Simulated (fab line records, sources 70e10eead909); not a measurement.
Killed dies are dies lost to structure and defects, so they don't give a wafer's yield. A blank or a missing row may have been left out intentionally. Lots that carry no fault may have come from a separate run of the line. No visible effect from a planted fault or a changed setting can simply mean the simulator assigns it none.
Comparing a struck lot with a sound one :: flow nand-harc :: 15 steps out of a route of 1159
Sound: the wafers L310.1, L310.3, L310.5. Struck: wafer L325.2. (L325.4, L325.5 of the same lot were not struck and are left out.) The cause comes at the end.
Each step with rows lists, per side, the tool, then ch with its chambers, then its first start. Under that, the readings that differ: sound wafers :: struck wafers :: difference of the means :: sigmas: that difference in standard deviations of wafers without a fault.
alike: words and numbers the same on both sides, and readings whose means are apart by under 2 such deviations; not compared: readings that were withheld, readings missing a value for some wafer, numbers with overlapping values and no deviation given by the record, and bounds like >300 which may hide the same value.
The two part at a step that has a row with sigmas, a row that says differs or no value, or rows on one side only. Non-overlapping numbers with no deviation appear without sigmas and do not part them. A reading missing from all wafers of one side parts the sides only when that side holds two or more wafers.

first, 5 steps without rows for these wafers: NHARC_A_SGD_CUT_SOFTBAKE_04 (time 55 s); NHARC_A_SGD_CUT_EBR_05; NHARC_A_SGD_CUT_EXPOSE_06 (exposes mask SGD); NHARC_A_SGD_CUT_PEB_07 (peb time 65 s); NHARC_A_SGD_CUT_DEVELOP_08 (develop time 35 s).
NHARC_A_SGD_CUT_CD_MEAS_09: target cd 100 nm.
  sound on cd-sem-01 ch 0, day 14 14:20; struck on cd-sem-02 ch 0, day 18 00:16
reading: cd-nm (nm)
sound: 100.1 100.6 99.7
struck: 101.1
difference: +1.0
sigmas: +2
NHARC_A_SGD_CUT_OVL_MEAS_10:
  struck on overlay-02, day 18 00:21; sound on overlay-01, day 14 14:25
  alike: overlay-x-nm, overlay-y-nm
NHARC_A_SGD_CUT_INSPECT_11:
  struck on defect-inspect-02, day 18 00:23; sound on defect-inspect-02, day 14 14:28
  alike: raw-defect-count
NHARC_A_SGD_CUT_DESCUM_14: chemistry O2, time 3 s.
  sound on rie-diel-11 ch 0,1,2, day 14 14:32; struck on rie-diel-03 ch 3, day 18 00:28
reading: oes-product-au (a.u.)
sound: 0.994 1.014 0.984
struck: 1.012
difference: +0.015
sigmas: +2

reading: rf-vpp-V (V)
sound: 58.7 57.2 58.3
struck: 56.0
difference: -2.1
sigmas: -2
  alike: drypump-motor-current-A, showerhead-plenum-p-Torr, throttle-valve-pct
  not compared: rf-hours-counter-h
NHARC_A_SGD_CUT_ETCH_58: etches the open film in CF4, target depth 39 nm, time 65 s.
  sound on rie-diel-11 ch 1,2,3, day 14 14:37; struck on rie-diel-03 ch 2, day 18 00:32
  alike: drypump-motor-current-A, oes-product-au, rf-vpp-V, run-length-s, showerhead-plenum-p-Torr, throttle-valve-pct
  not compared: rf-hours-counter-h
NHARC_A_SGD_CUT_ETCH_59: etches the open film in N2/H2, target depth 260 nm, time 406.25 s.
  sound: rie-diel-11 ch 0,1; struck: rie-diel-03 ch 0
reading: run-length-s (s)
sound: 428.5 428.4 428.7
struck: 427.0
difference: -1.5
sigmas: -3
  alike: drypump-motor-current-A, oes-product-au, rf-vpp-V, showerhead-plenum-p-Torr, throttle-valve-pct
  not compared: rf-hours-counter-h
NHARC_A_SGD_CUT_ETCH_15: etches the open film in CH3F/O2, target depth 75 nm, time 64.3 s.
  sound: rie-diel-11 ch 0,2,3; struck: rie-diel-03 ch 3
  alike: drypump-motor-current-A, oes-product-au, rf-vpp-V, run-length-s, showerhead-plenum-p-Torr, throttle-valve-pct
  not compared: rf-hours-counter-h
NHARC_A_SGD_CUT_ETCH_16: etches the open film in C4F8/O2/Ar, target depth 310.5 nm, time 155.2 s.
  sound on rie-diel-11 ch 2,3, day 14 15:06; struck on rie-diel-03 ch 0, day 18 01:01
reading: rf-vpp-V (V)
sound: 715 717 717
struck: 726
difference: +10
sigmas: +2

reading: run-length-s (s)
sound: 176.3 176.7 177.0
struck: 193.7
difference: +17.0
sigmas: +30
  alike: oes-product-au
  not compared: rf-hours-counter-h
then, 1 step without rows for these wafers: NHARC_A_SGD_CUT_STRIP_60 (strips in C4F8/O2/Ar).
-- the record jumps here: 5 days lie between the struck wafers' starts before and after (it left off in module A_SGD_CUT and takes up again in module END, whose first step shown is number 1159 of the route) --
NHARC_END_SORT_01:
  the record has rows for the struck wafers here (prober-02 ch 0, day 23 06:34) and none for the sound ones

== WHERE THEY PART ==
Earliest at NHARC_A_SGD_CUT_CD_MEAS_09; latest, in this record, at NHARC_END_SORT_01.

WHY: the cause the simulator had injected
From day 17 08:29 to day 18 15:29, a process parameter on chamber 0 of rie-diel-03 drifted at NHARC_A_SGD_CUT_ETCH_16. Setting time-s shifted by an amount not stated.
